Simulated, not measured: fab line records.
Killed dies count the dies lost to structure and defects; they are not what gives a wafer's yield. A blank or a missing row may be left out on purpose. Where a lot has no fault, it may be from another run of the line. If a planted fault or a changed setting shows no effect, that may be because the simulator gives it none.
Matching of chambers | flow n5-finfet | N5_HKMG_FIN_ALD_75 on ald-hk-03 has 4 sister chambers
The step deposits Al2O3, target thk 1 nm, co reactant pulse time 1 s. 16 wafers are shown with their chamber, then 8 later ones without.

== WAFERS PAIRED WITH THEIR CHAMBERS ==
wafer  | chamber | heater-power-w (W) | precursor-pulse-height-rel
L077.1 | 1       | 163                | 1.011
L077.2 | 0       | 166                | 1.025
L077.5 | 1       | 165                | 1.023
L085.2 | 0       | 165                | 0.989
L085.4 | 1       | 164                | 1.011
L085.5 | 3       | 132                | 1.013
L088.1 | 2       | 154                | 1.000
L088.4 | 1       | 166                | 1.005
L088.5 | 2       | 157                | 0.948
L089.1 | 0       | 162                | 0.980
L089.3 | 2       | 153                | 1.011
L089.6 | 1       | 165                | 1.011
L094.1 | 2       | 155                | 1.030
L094.4 | 3       | 129                | 0.992
L094.6 | 0       | 166                | 1.007
L095.1 | 3       | 131                | 0.984

SIGNATURES, as means of the wafers listed above
reading                    | chamber 0 | chamber 1 | chamber 2 | chamber 3 | scatter within a chamber
heater-power-w             | 164.75    | 164.60    | 154.75    | 130.67    | 1.56
precursor-pulse-height-rel | 1.00025   | 1.01220   | 0.99725   | 0.99633   | 0.0214
Rule: a wafer lies at a distance from a chamber equal to the root of the sum of squares, over the readings, of (its reading less the chamber's mean, divided by the reading's scatter). If the next closest chamber is less than 2 further off than the closest, the wafer can't be placed; otherwise it belongs to the closest. The scatter is the square root of a quotient: the sum, over the shown wafers, of each reading's squared deviation from its chamber's mean, divided by wafers minus chambers.

== WAFERS WITHOUT THEIR CHAMBER ==
wafer  | heater-power-w (W) | precursor-pulse-height-rel
L095.4 | 170                | 1.017
L095.5 | 152                | 0.979
L097.2 | 135                | 0.982
L097.3 | 166                | 0.991
L097.6 | 167                | 1.023
L096.3 | 162                | 1.025
L096.4 | 150                | 1.015
L096.6 | 162                | 1.047

== WHICH CHAMBER EACH WENT THROUGH ==
wafer  | from the rows above     | in truth
L095.4 | can't be placed: 0 or 1 | 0
L095.5 | 2                       | 2
L097.2 | 3                       | 3
L097.3 | can't be placed: 0 or 1 | 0
L097.6 | can't be placed: 1 or 0 | 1
L096.3 | can't be placed: 1 or 0 | 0
L096.4 | 2                       | 2
L096.6 | can't be placed: 1 or 0 | 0
3 of 8 placed correctly. From these rows, 5 cannot be placed; in 5 the true chamber is one of the candidates. Number placed wrongly: 0.
